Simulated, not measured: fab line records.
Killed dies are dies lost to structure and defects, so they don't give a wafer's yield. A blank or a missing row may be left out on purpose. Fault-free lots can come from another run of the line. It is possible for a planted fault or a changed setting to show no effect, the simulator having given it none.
fab line records -- flow n5_finfet
record lots=5, wafers=15, last_day=17
route steps=1938 shown BEOL_M3@962 BEOL_M4@1111 PASSIVATION@1936
lots with no fault: from the same line, run without faults
start_h: hours from the record's first day to the start of the lot's first wafer shown -- wait_h: how many hours have passed since the lot's step before this one -- " identical to the entry in the row above -- L1.1+2: a row that stands for several wafers -- - no value, or no start was given -- * or withheld: withheld -- < > ~ a bound
route shown NAME@n: NAME is a module with steps in the file, n the number in the route of the first one -- usual: mean/standard deviation taken from wafers without a fault -- same: alike in all rows -- chamber/n: place in a boat -- sites: readings site by site -- _std_site: the standard deviation of these -- _edge_site: the outer-site mean with the inner-site mean subtracted -- radius_mm: how far each site lies from the wafer's centre -- mask NAME#n: copy n -- behind: tool/chamber where the wafer was last shaped -- hold: reason for holding the lot/hours on hold/outcome of the hold -- device: whichever transistor did not switch (one of n, p or np) -- end of line: tests of these same wafers at the route's end -- where a step has no rows: the recipe by itself -- killed: dies that structure and defects cost at the first sort, which is not the same as the wafer's yield -- map: a wafer's dies, x killed, . not, _ none there
set.NAME: the setting as run; set.NAME@STEP: as run at that earlier step -- model.NAME: the simulator's own value behind a step, which no gauge read
lots at selected steps of the route; one table per step, one row per wafer
services: a tool's chamber out of use, with start hour (start_h, from the record's first day; less than 0 if before it), hours out, and reason
## steps
# step N5_BEOL_M3_SOFTBAKE_23
# recipe temp_c=110, time_s=60, resist=CAR-EUV
# step N5_BEOL_M3_EXPOSE_25
# recipe mask_id=V2, na=0.33, source_shape=quasar, sigma_inner=0.2, sigma_outer=0.8, polarization=unpolarized, defocus_nm=5, dose_mj=63
# step N5_BEOL_M3_PEB_26
# recipe peb_temp_c=100, peb_time_s=60, resist=CAR-EUV
# step N5_BEOL_M3_DEVELOP_27
# recipe develop_time_s=30, developer=TMAH, resist=CAR-EUV, rinse_liquid=surfactant_rinse, dry=air_spin, dev_temp_c=23
# step N5_BEOL_M3_CD_MEAS_28
# recipe target_cd_nm=25.7, landing_energy_ev=500, detector=se_inlens, target_cd_y_nm=23.3, polarity=opening
# usual cd_nm=25.66/0.24
lot.wafer,tool,chamber,start_h,wait_h,cd_nm
L758.4,cd_sem-01,0,144.53,-,25.62
L758.5,cd_sem-01,0,144.53,-,25.77
L758.6,cd_sem-01,0,144.53,-,25.76
L766.1,cd_sem-03,0,190.50,-,25.67
L766.4,cd_sem-03,0,190.50,-,26.22
L766.5,cd_sem-03,0,190.50,-,26.02
L779.1,cd_sem-03,0,276.24,-,25.66
L779.4,cd_sem-03,0,276.24,-,26.01
L779.6,cd_sem-03,0,276.24,-,25.74
L780.4,cd_sem-03,0,277.99,-,25.74
L780.5,cd_sem-03,0,277.99,-,25.54
L780.6,cd_sem-03,0,277.99,-,25.99
L781.1,cd_sem-02,0,283.57,-,25.95
L781.2,cd_sem-02,0,283.57,-,25.61
L781.5,cd_sem-02,0,283.57,-,25.48
# step N5_BEOL_M3_OVL_MEAS_29
# recipe points_per_wafer=522
# usual V2_OVL=0.3/0.84
lot.wafer,tool,chamber,start_h,wait_h,V2_OVL[nm]
L758.4,overlay-02,0,144.57,0.0,0.0
L758.5,overlay-02,0,144.57,0.0,-0.2
L758.6,overlay-02,0,144.57,0.0,1.4
L766.1,overlay-01,0,190.53,0.0,2.3
L766.4,overlay-01,0,190.53,0.0,0.2
L766.5,overlay-01,0,190.53,0.0,0.6
L779.1,overlay-02,0,276.27,0.0,-0.6
L779.4,overlay-02,0,276.27,0.0,0.0
L779.6,overlay-02,0,276.27,0.0,-0.6
L780.4,overlay-02,0,278.04,0.0,0.6
L780.5,overlay-02,0,278.04,0.0,-0.5
L780.6,overlay-02,0,278.04,0.0,0.0
L781.1,overlay-02,0,283.60,0.0,-1.2
L781.2,overlay-02,0,283.60,0.0,0.8
L781.5,overlay-02,0,283.60,0.0,-1.1
# step N5_BEOL_M3_INSPECT_30
# recipe mode=adi, inspect_instrument=brightfield
# usual raw_defect_count=449/110
lot.wafer,tool,chamber,start_h,wait_h,raw_defect_count
L758.4,defect_inspect-01,-,144.61,0.0,424
L758.5,defect_inspect-01,-,144.61,0.0,496
L758.6,defect_inspect-01,-,144.61,0.0,387
L766.1,defect_inspect-02,-,190.59,0.1,353
L766.4,defect_inspect-02,-,190.59,0.1,387
L766.5,defect_inspect-02,-,190.59,0.1,433
L779.1,defect_inspect-01,-,276.33,0.1,395
L779.4,defect_inspect-01,-,276.33,0.1,327
L779.6,defect_inspect-01,-,276.33,0.1,457
L780.4,defect_inspect-02,-,278.08,0.0,301
L780.5,defect_inspect-02,-,278.08,0.0,323
L780.6,defect_inspect-02,-,278.08,0.0,290
L781.1,defect_inspect-01,-,283.66,0.1,415
L781.2,defect_inspect-01,-,283.66,0.1,483
L781.5,defect_inspect-01,-,283.66,0.1,406
# step N5_BEOL_M3_DESCUM_33
# recipe chemistry=O2, time_s=7, source_power_w=50, bias_power_w=20, pressure_mtorr=20, rf_frequency_hz=2.712e+07, temp_c=40, resist=CAR-EUV, o2_flow_sccm=225
# usual drypump_motor_current_A=5.7/0.33, oes_product_au=0.76/0.074, rf_vpp_V=243.1/1.5, showerhead_plenum_p_Torr=2.09/0.074, throttle_valve_pct=20.51/0.17
lot.wafer,tool,chamber,start_h,wait_h,drypump_motor_current_A,oes_product_au,rf_hours_counter_h,rf_vpp_V,showerhead_plenum_p_Torr,throttle_valve_pct
L758.4,rie_diel-03,3,144.93,0.3,5.2,0.76,-,244.0,2.08,20.43
L758.5,rie_diel-03,1,144.93,0.3,6.2,0.72,-,240.9,2.01,20.62
L758.6,rie_diel-03,0,144.93,0.3,5.4,0.72,-,242.5,2.06,20.48
L766.1,rie_diel-06,3,190.62,0.0,5.8,0.91,40,243.5,2.14,20.68
L766.4,rie_diel-06,1,190.62,0.0,5.9,0.72,174,243.6,2.19,20.61
L766.5,rie_diel-06,1,190.62,0.0,5.9,0.72,-,242.8,2.19,20.62
L779.1,rie_diel-06,1,276.37,0.0,5.9,0.71,200,244.9,2.18,20.66
L779.4,rie_diel-06,1,276.37,0.0,5.9,0.71,-,245.8,2.18,20.67
L779.6,rie_diel-06,2,276.37,0.0,5.5,0.68,-,243.0,2.07,20.50
L780.4,rie_diel-05,0,278.13,0.0,5.8,0.74,-,241.0,2.00,20.73
L780.5,rie_diel-05,1,278.13,0.0,5.8,0.72,-,244.3,2.06,20.03
L780.6,rie_diel-05,3,278.13,0.0,6.1,0.86,-,244.0,2.21,20.54
L781.1,rie_diel-05,3,283.92,0.3,6.1,0.85,47,246.2,2.21,20.55
L781.2,rie_diel-05,2,283.92,0.3,5.6,0.83,75,243.0,2.11,20.25
L781.5,rie_diel-05,1,283.92,0.3,5.7,0.71,-,243.2,2.06,20.06
# step N5_BEOL_M3_ETCH_77
# recipe chemistry=N2/H2, target=underlayer, target_depth_a=65, mask_material=CAR-EUV, time_s=5.2, ion_energy_ev=200, pressure_mtorr=30, source_w=840, bias_w=150, n2_flow_sccm=200, h2_flow_sccm=200, ends=cleared
# usual drypump_motor_current_A=5.7/0.33, etch_rf_on_time_s=5.15/0.13, oes_product_au=0.65/0.062, rf_fwd_power_W=819.2/2.8, rf_vpp_V=523.7/2.7, showerhead_plenum_p_Torr=2.54/0.087, throttle_valve_pct=17.99/0.17
lot.wafer,tool,chamber,start_h,wait_h,drypump_motor_current_A,etch_rf_on_time_s,oes_product_au,rf_fwd_power_W,rf_hours_counter_h,rf_vpp_V,showerhead_plenum_p_Torr,throttle_valve_pct
L758.4,rie_diel-03,3,144.96,0.0,5.2,5.05,0.64,817.2,-,524.2,2.54,18.02
L758.5,rie_diel-03,1,144.96,0.0,6.2,4.98,0.63,821.2,-,521.4,2.43,18.07
L758.6,rie_diel-03,0,144.96,0.0,5.4,5.20,0.62,823.1,-,522.9,2.53,18.13
L766.1,rie_diel-06,3,190.66,0.0,5.8,5.03,0.75,823.4,40,524.5,2.59,18.03
L766.4,rie_diel-06,1,190.66,0.0,5.9,5.28,0.63,821.9,174,527.6,2.65,17.99
L766.5,rie_diel-06,1,190.66,0.0,5.9,5.30,0.62,825.2,-,525.5,2.65,17.98
L779.1,rie_diel-06,1,276.40,0.0,5.9,5.36,0.60,818.3,200,526.9,2.64,18.06
L779.4,rie_diel-06,1,276.40,0.0,5.9,5.38,0.60,816.2,-,524.9,2.64,18.02
L779.6,rie_diel-06,2,276.40,0.0,5.5,5.38,0.57,817.2,-,522.7,2.52,17.96
L780.4,rie_diel-05,0,278.15,0.0,5.8,4.93,0.64,816.4,-,520.8,2.42,18.03
L780.5,rie_diel-05,1,278.15,0.0,5.8,5.11,0.61,816.8,-,524.1,2.51,17.58
L780.6,rie_diel-05,3,278.15,0.0,6.1,5.41,0.70,814.4,-,526.7,2.69,18.01
L781.1,rie_diel-05,3,283.96,0.0,6.1,5.34,0.71,817.3,47,528.5,2.69,18.03
L781.2,rie_diel-05,2,283.96,0.0,5.6,4.95,0.73,819.1,75,525.9,2.57,17.72
L781.5,rie_diel-05,1,283.96,0.0,5.8,5.04,0.61,821.4,-,523.5,2.51,17.62
# step N5_BEOL_M3_ETCH_69
# recipe chemistry=CF4, target=SiARC, target_depth_a=156, mask_material=CAR-EUV, time_s=26, ion_energy_ev=80, pressure_mtorr=40, source_w=545, bias_w=36, Ar_flow_sccm=100, cf4_flow_sccm=100, ends=cleared
# usual drypump_motor_current_A=5.7/0.33, etch_rf_on_time_s=25.8/0.64, oes_product_au=0.65/0.062, rf_fwd_power_W=532.8/2.4, rf_vpp_V=184.0/1.2, showerhead_plenum_p_Torr=2.14/0.067, throttle_valve_pct=15.72/0.16
lot.wafer,tool,chamber,start_h,wait_h,drypump_motor_current_A,etch_rf_on_time_s,oes_product_au,rf_fwd_power_W,rf_hours_counter_h,rf_vpp_V,showerhead_plenum_p_Torr,throttle_valve_pct
L758.4,rie_diel-03,3,144.99,0.0,5.2,25.8,0.64,533.5,-,186.1,2.15,15.70
L758.5,rie_diel-03,1,144.99,0.0,6.2,25.1,0.62,532.0,-,183.0,2.06,15.81
L758.6,rie_diel-03,0,144.99,0.0,5.4,26.2,0.62,537.7,-,182.2,2.13,15.73
L766.1,rie_diel-06,3,190.68,0.0,5.8,25.6,0.76,530.8,40,185.4,2.17,15.69
L766.4,rie_diel-06,1,190.68,0.0,5.9,26.5,0.63,533.3,174,186.4,2.23,15.76
L766.5,rie_diel-06,1,190.68,0.0,5.9,26.6,0.62,531.4,-,184.1,2.23,15.76
L779.1,rie_diel-06,1,276.42,0.0,5.9,27.0,0.61,529.4,200,184.8,2.22,15.82
L779.4,rie_diel-06,1,276.42,0.0,5.9,26.8,0.60,529.4,-,185.8,2.22,15.83
L779.6,rie_diel-06,2,276.42,0.0,5.5,27.0,0.57,534.5,-,182.9,2.11,15.63
L780.4,rie_diel-05,0,278.19,0.0,5.8,24.5,0.65,530.3,-,182.9,2.06,15.99
L780.5,rie_diel-05,1,278.19,0.0,5.7,25.9,0.61,532.9,-,183.4,2.12,15.43
L780.6,rie_diel-05,3,278.19,0.0,6.1,26.9,0.71,531.6,-,186.2,2.26,15.66
L781.1,rie_diel-05,3,283.97,0.0,6.1,26.7,0.71,532.6,47,184.3,2.26,15.67
L781.2,rie_diel-05,2,283.97,0.0,5.6,24.6,0.73,534.4,75,182.9,2.16,15.48
L781.5,rie_diel-05,1,283.97,0.0,5.8,26.0,0.60,531.3,-,183.3,2.12,15.45
# step N5_BEOL_M3_ALD_98
# recipe material=SiO2, target_thk_a=25, temp_c=100, ald_precursor_family=BDEAS, ald_co_reactant=O2-plasma, pulse_time_s=1, co_reactant_pulse_time_s=1, purge_time_s=2, co_reactant_purge_time_s=2, ald_cycles=17, pressure_torr=2
# usual heater_power_w=74/8.9, precursor_pulse_height_rel=0.998/0.018
# same pulse_time_s=1
lot.wafer,tool,chamber,start_h,wait_h,heater_power_w,precursor_pulse_height_rel
L758.4,ald_sin-01,2,145.05,0.0,94,0.989
L758.5,ald_sin-01,3,145.05,0.0,67,1.004
L758.6,ald_sin-01,0,145.05,0.0,67,1.003
L766.1,ald_sin-04,3,191.05,0.3,69,1.006
L766.4,ald_sin-04,1,191.05,0.3,73,1.003
L766.5,ald_sin-04,0,191.05,0.3,85,1.064
L779.1,ald_sin-02,2,276.71,0.3,68,0.991
L779.4,ald_sin-02,1,276.71,0.3,66,0.970
L779.6,ald_sin-02,2,276.71,0.3,68,1.025
L780.4,ald_sin-04,2,278.60,0.4,78,0.989
L780.5,ald_sin-04,2,278.60,0.4,76,0.980
L780.6,ald_sin-04,1,278.60,0.4,74,1.006
L781.1,ald_sin-01,3,284.27,0.3,71,1.004
L781.2,ald_sin-01,2,284.27,0.3,83,1.002
L781.5,ald_sin-01,1,284.27,0.3,61,0.999
# step N5_BEOL_M3_ETCHBACK_99
# recipe chemistry=CHF3, target=SiO2, target_depth_a=50, time_s=10.4, source_w=215, bias_w=47, Ar_flow_sccm=200, CHF3_flow_sccm=12, ion_energy_ev=100, pressure_mtorr=30
# usual CHF3_flow_sccm=12.00/0.035, drypump_motor_current_A=5.7/0.3, oes_product_au=0.77/0.082, rf_vpp_V=242/4.4, showerhead_plenum_p_Torr=2.16/0.079, throttle_valve_pct=17.14/0.18
lot.wafer,tool,chamber,start_h,wait_h,CHF3_flow_sccm,drypump_motor_current_A,oes_product_au,rf_hours_counter_h,rf_vpp_V,showerhead_plenum_p_Torr,throttle_valve_pct
L758.4,rie_diel-06,1,147.47,2.4,12.02,5.9,0.74,162,245,2.24,17.15
L758.5,rie_diel-06,3,147.47,2.4,12.03,5.8,0.93,-,237,2.20,17.21
L758.6,rie_diel-06,0,147.47,2.4,11.98,5.8,0.73,-,235,2.15,17.25
L766.1,rie_diel-03,0,193.86,2.8,11.96,5.4,0.71,202,245,2.13,17.19
L766.4,rie_diel-03,1,193.86,2.8,12.00,6.2,0.71,195,242,2.05,17.28
L766.5,rie_diel-03,1,193.86,2.8,11.97,6.2,0.70,-,242,2.05,17.27
L779.1,rie_diel-03,3,276.84,0.1,11.99,5.2,0.73,212,235,2.15,17.27
L779.4,rie_diel-03,0,276.84,0.1,11.97,5.4,0.70,231,243,2.12,17.25
L779.6,rie_diel-03,2,276.84,0.1,12.02,5.6,0.89,-,244,2.29,16.95
L780.4,rie_diel-03,0,281.95,3.3,12.04,5.4,0.69,233,244,2.12,17.26
L780.5,rie_diel-03,1,281.95,3.3,11.99,6.2,0.68,-,244,2.04,17.32
L780.6,rie_diel-03,2,281.95,3.3,11.93,5.5,0.87,-,244,2.29,16.95
L781.1,rie_diel-03,0,285.17,0.8,12.04,5.4,0.69,234,243,2.12,17.26
L781.2,rie_diel-03,1,285.17,0.8,11.99,6.2,0.68,227,240,2.04,17.34
L781.5,rie_diel-03,1,285.17,0.8,11.96,6.2,0.69,-,242,2.04,17.33
# step N5_BEOL_M3_ETCH_70
# recipe chemistry=N2/H2, target=SOC, target_depth_a=800, overetch_a=160, mask_material=SiARC, temp_c=40, time_s=120, ion_energy_ev=200, pressure_mtorr=30, source_w=840, bias_w=150, n2_flow_sccm=200, h2_flow_sccm=200
# usual drypump_motor_current_A=5.7/0.31, oes_product_au=0.59/0.061, rf_fwd_power_W=836/3, rf_vpp_V=524.3/2.5, showerhead_plenum_p_Torr=2.56/0.094, throttle_valve_pct=17.91/0.19
lot.wafer,tool,chamber,start_h,wait_h,drypump_motor_current_A,oes_product_au,rf_fwd_power_W,rf_hours_counter_h,rf_vpp_V,showerhead_plenum_p_Torr,throttle_valve_pct,model.SiARC_of_BEOL_M3_COAT_68.thk_nm
L758.4,rie_diel-06,1,147.50,0.0,5.9,0.58,832,162,524.2,2.65,17.94,6.4
L758.5,rie_diel-06,3,147.50,0.0,5.8,0.70,836,-,526.5,2.60,17.94,6.2
L758.6,rie_diel-06,0,147.50,0.0,5.8,0.57,836,-,523.2,2.53,17.97,6.6
L766.1,rie_diel-03,0,193.90,0.0,5.4,0.55,836,202,523.6,2.53,18.11,6.2
L766.4,rie_diel-03,1,193.90,0.0,6.2,0.54,633,195,570.0,2.42,18.04,7
L766.5,rie_diel-03,1,193.90,0.0,6.2,0.54,639,-,568.6,2.42,18.07,7
L779.1,rie_diel-03,3,276.88,0.0,5.2,0.54,838,212,523.0,2.52,18.05,6.4
L779.4,rie_diel-03,0,276.88,0.0,5.4,0.53,839,231,521.1,2.51,18.17,6.4
L779.6,rie_diel-03,2,276.88,0.0,5.5,0.67,841,-,528.7,2.71,17.64,6.4
L780.4,rie_diel-03,0,281.99,0.0,5.4,0.53,837,233,522.2,2.51,18.18,6.4
L780.5,rie_diel-03,1,281.99,0.0,6.3,0.53,835,-,521.2,2.41,18.09,6
L780.6,rie_diel-03,2,281.99,0.0,5.5,0.67,839,-,528.2,2.71,17.64,6.2
L781.1,rie_diel-03,0,285.20,0.0,5.4,0.53,841,234,523.7,2.51,18.17,6.4
L781.2,rie_diel-03,1,285.20,0.0,6.2,0.53,840,227,521.0,2.41,18.09,6.2
L781.5,rie_diel-03,1,285.20,0.0,6.2,0.52,838,-,520.3,2.41,18.10,6.2
# step N5_BEOL_M3_STRIP_71
# recipe chemistry=N2/H2, temp_c=40, n2_flow_sccm=200, h2_flow_sccm=200, rf_frequency_hz=6e+07
# step N5_BEOL_M4_RC_MEAS_101
# usual DIBL_N=36.6/2.1, DIBL_P=36.3/2.2, IOFF_N=0.16/0.036, IOFF_P=0.21/0.038, ION_N=671/12, ION_P=460/7.5, SS_N=71.8/0.72, SS_P=73.3/0.72, VT_N=250/3.2, VT_P=-250/3.5
lot.wafer,tool,chamber,start_h,wait_h,DIBL_N[mV/V],DIBL_P[mV/V],IOFF_N[nA/um],IOFF_P[nA/um],ION_N[uA/um],ION_P[uA/um],SS_N[mV/dec],SS_P[mV/dec],VT_N[mV],VT_P[mV]
L758.4,prober-02,0,162.96,0.5,35.6,35.0,0.11,0.15,654,446,71.3,72.2,254,-256
L758.5,prober-02,0,162.96,0.5,36.3,36.0,0.13,0.15,661,447,71.0,72.6,254,-258
L758.6,prober-02,0,162.96,0.5,38.2,39.1,0.17,0.20,675,459,72.3,73.1,250,-255
L766.1,prober-01,0,208.95,0.0,34.1,33.5,0.14,0.18,662,451,70.5,73.2,252,-253
L766.4,prober-01,0,208.95,0.0,34.2,35.0,0.14,0.20,673,466,70.8,72.8,251,-253
L766.5,prober-01,0,208.95,0.0,33.3,33.0,0.13,0.18,665,458,70.1,72.7,251,-253
L779.1,prober-01,0,290.79,0.0,36.8,35.6,0.16,0.24,669,462,71.5,73.6,249,-249
L779.4,prober-01,0,290.79,0.0,33.8,31.9,0.11,0.18,635,448,71.4,71.7,256,-249
L779.6,prober-01,0,290.79,0.0,34.5,32.6,0.13,0.19,668,458,71.1,72.1,250,-248
L781.1,prober-02,0,299.96,0.0,34.6,33.4,0.13,0.20,673,467,70.8,72.5,250,-248
L781.2,prober-02,0,299.96,0.0,34.7,33.6,0.14,0.20,670,467,71.4,73.4,250,-249
L781.5,prober-02,0,299.96,0.0,33.6,32.9,0.12,0.19,658,463,70.4,73.4,255,-250
L780.4,prober-01,0,300.26,0.5,38.9,36.7,0.17,0.21,660,455,72.1,73.4,251,-252
L780.5,prober-01,0,300.26,0.5,38.5,36.4,0.18,0.20,693,468,71.3,73.2,248,-250
L780.6,prober-01,0,300.26,0.5,35.8,33.5,0.13,0.15,679,453,70.6,72.0,250,-253
# step N5_PASSIVATION_PROBE_49
# usual defect_limited_yield=91.1/1.4, killed_at_M0_to_M3=33/9.1, killed_at_M4_up=14/5.6, killed_at_contacts=13/5.7, killed_at_front_end=42/12, killed_at_other=4/3, killed_dies=105/16, killed_open=69/11, killed_short=34/7.5, sort_bin_5_function=5.2/0.91, sort_bin_6_memory=3.3/0.64, sort_bin_8_speed=0.0/0.37, sort_n_pass=1075/16, sort_yield_pct=91.1/1.4
# same gross_dies=1180, killed_at_back_side=0, sort_bin_4_leakage[%]=0
lot.wafer,tool,chamber,start_h,wait_h,defect_limited_yield[%],killed_at_M0_to_M3,killed_at_M4_up,killed_at_contacts,killed_at_front_end,killed_at_other,killed_dies,killed_open,killed_short,sort_bin_5_function[%],sort_bin_6_memory[%],sort_bin_8_speed[%],sort_n_pass,sort_yield_pct[%]
L758.4,prober-02,-,262.88,0.2,91.2,35,20,12,36,1,104,69,35,5.9,2.4,0,1076,91.2
L758.5,prober-02,-,262.93,0.2,90.7,50,26,4,29,1,110,66,37,5.3,3.8,0,1070,90.7
L758.6,prober-02,-,262.98,0.3,90.8,31,19,9,50,0,109,71,38,5.4,3.5,0,1071,90.8
L766.1,prober-02,-,309.73,0.0,91.5,40,6,18,35,1,100,65,34,5.1,3.2,0,1080,91.5
L766.4,prober-02,-,309.88,0.2,93.5,28,9,7,32,1,77,50,27,4.2,1.9,0,1103,93.5
L766.5,prober-02,-,309.93,0.2,90.3,50,10,7,44,3,114,72,40,6.0,3.6,0,1066,90.3
L780.4,prober-02,-,411.73,0.2,91.6,18,15,10,53,3,99,70,27,4.7,3.6,0,1081,91.6
L780.5,prober-02,-,411.78,0.2,89.0,40,14,30,43,3,130,87,41,6.1,4.5,0,1050,89.0
L780.6,prober-02,-,411.83,0.3,89.7,18,12,18,65,9,122,76,44,6.6,3.3,0,1058,89.7
# killed by level:class
L758.4 FIN_SAQP:geometric_particle:short=11 BEOL_M3:geometric_particle:open=11 MOL_CONTACT_COAG:geometric_particle:open=10 BEOL_M0_SAQP:geometric_particle:short=8 STI_FIN_REVEAL:geometric_particle:open=7 BEOL_M4:geometric_particle:open=7 FIN_SAQP:geometric_particle:open=5 GATE_CUT:geometric_particle:open=5
L758.5 BEOL_M4:geometric_particle:open=10 BEOL_M3:geometric_particle:open=9 FIN_SAQP:geometric_particle:open=7 BEOL_M0_SAQP:geometric_particle:short=7 BEOL_M0_SAQP:geometric_particle:open=7 BEOL_M1:geometric_particle:open=7 STI_FIN_REVEAL:geometric_particle:open=6 BEOL_M2:geometric_particle:open=5
L758.6 FIN_SAQP:geometric_particle:open=18 BEOL_M0_SAQP:geometric_particle:short=11 BEOL_M0_SAQP:geometric_particle:open=11 FIN_SAQP:geometric_particle:short=9 MOL_CONTACT_COAG:geometric_particle:open=9 STI_FIN_REVEAL:geometric_particle:open=8 BEOL_M4:geometric_particle:open=7 GATE_CUT:geometric_particle:short=4
L766.1 MOL_CONTACT_COAG:geometric_particle:open=16 BEOL_M1:geometric_particle:open=11 FIN_SAQP:geometric_particle:short=7 BEOL_M3:geometric_particle:open=7 GATE_CUT:geometric_particle:open=5 BEOL_M0_SAQP:geometric_particle:short=5 STI_FIN_REVEAL:geometric_particle:open=4 GATE_CUT:geometric_particle:short=4
L766.4 BEOL_M1:geometric_particle:open=7 ILD0:geometric_particle:short=6 BEOL_M2:geometric_particle:open=5 BEOL_M3:geometric_particle:open=5 FIN_SAQP:geometric_particle:short=4 MOL_CONTACT_COAG:geometric_particle:open=4 BEOL_M0_SAQP:geometric_particle:short=4 BEOL_M6:geometric_particle:open=4
L766.5 BEOL_M0_SAQP:geometric_particle:open=16 BEOL_M0_SAQP:geometric_particle:short=10 BEOL_M1:geometric_particle:open=10 FIN_SAQP:geometric_particle:open=9 BEOL_M3:geometric_particle:open=9 FIN_SAQP:geometric_particle:short=8 STI_FIN_REVEAL:geometric_particle:open=6 GATE_CUT:geometric_particle:short=6
L780.4 FIN_SAQP:geometric_particle:open=17 STI_FIN_REVEAL:geometric_particle:open=10 FIN_SAQP:geometric_particle:short=8 MOL_CONTACT_COAG:geometric_particle:open=8 BEOL_M4:geometric_particle:open=8 BEOL_M0_SAQP:geometric_particle:short=4 BEOL_M0_SAQP:geometric_particle:open=4 BEOL_M1:geometric_particle:open=4
L780.5 MOL_CONTACT_COAG:geometric_particle:open=19 BEOL_M1:geometric_particle:open=17 FIN_SAQP:geometric_particle:short=13 MOL_CONTACT_COAG:geometric_particle:short=10 STI_FIN_REVEAL:geometric_particle:open=10 BEOL_M2:geometric_particle:open=7 FIN_SAQP:geometric_particle:open=6 BEOL_M3:geometric_particle:open=6
L780.6 STI_FIN_REVEAL:geometric_particle:open=17 MOL_CONTACT_COAG:geometric_particle:open=15 FIN_SAQP:geometric_particle:open=11 FIN_SAQP:geometric_particle:short=9 STI_FIN_REVEAL:geometric_particle:short=9 BEOL_M3:geometric_particle:open=6 STARTING-WAFER:geometric_particle:short=4 BEOL_M1:geometric_particle:open=4
## services
tool,chamber,start_h,hours,kind
rie_diel-03,2,125.25,-,clean
rie_diel-03,2,125.25,-,consumable_replace:focus_ring
rie_diel-03,2,125.25,-,consumable_replace:showerhead
rie_diel-03,2,125.25,35.9,scheduled_down
rie_diel-03,2,125.25,35.9,vent_cycle
rie_diel-05,3,126.60,-,clean
rie_diel-05,3,126.60,-,consumable_replace:focus_ring
rie_diel-05,3,126.60,-,consumable_replace:showerhead
rie_diel-05,3,126.60,13.2,scheduled_down
rie_diel-05,3,126.60,13.2,vent_cycle
rie_diel-05,2,147.57,7.4,repair
ald_sin-04,-,176.75,14.0,pm
ald_sin-04,0,176.75,14.0,vent_cycle
ald_sin-04,1,176.75,14.0,vent_cycle
ald_sin-01,-,179.83,6.1,pm
ald_sin-02,0,181.20,4.4,repair
ald_sin-04,3,191.51,5.3,repair
ald_sin-02,-,193.37,2.7,repair
rie_diel-03,2,214.25,38.8,repair
ald_sin-01,-,265.48,4.3,pm
ald_sin-01,-,269.81,14.0,pm
rie_diel-06,0,270.40,9.1,repair
rie_diel-05,2,270.47,12.0,repair
ald_sin-02,1,277.37,6.6,repair
## key
first_sign step=N5_BEOL_M3_ETCH_70, reading=rf_fwd_power_W, direction=down, sigmas=66, usual=*, struck=*
effect step=N5_BEOL_M3_ETCH_70, reading=rf_vpp_V, direction=up, sigmas=18, usual=524.3, struck=569.3
model_effect step=N5_BEOL_M3_ETCH_70, value=SiARC_of_BEOL_M3_COAT_68.thk_nm, without=6.1, struck=7
met_at N5_BEOL_M3_ETCH_70
struck_wafers L766.4,L766.5
fault kind=process_parameter_drift, tool=rie_diel-03, chamber=1, onset_h=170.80, steps=N5_BEOL_M3_ETCH_70, channel=source_w, offset=-201.6, shape=step, end_h=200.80, acts_in=these_recipes_only, stated=840
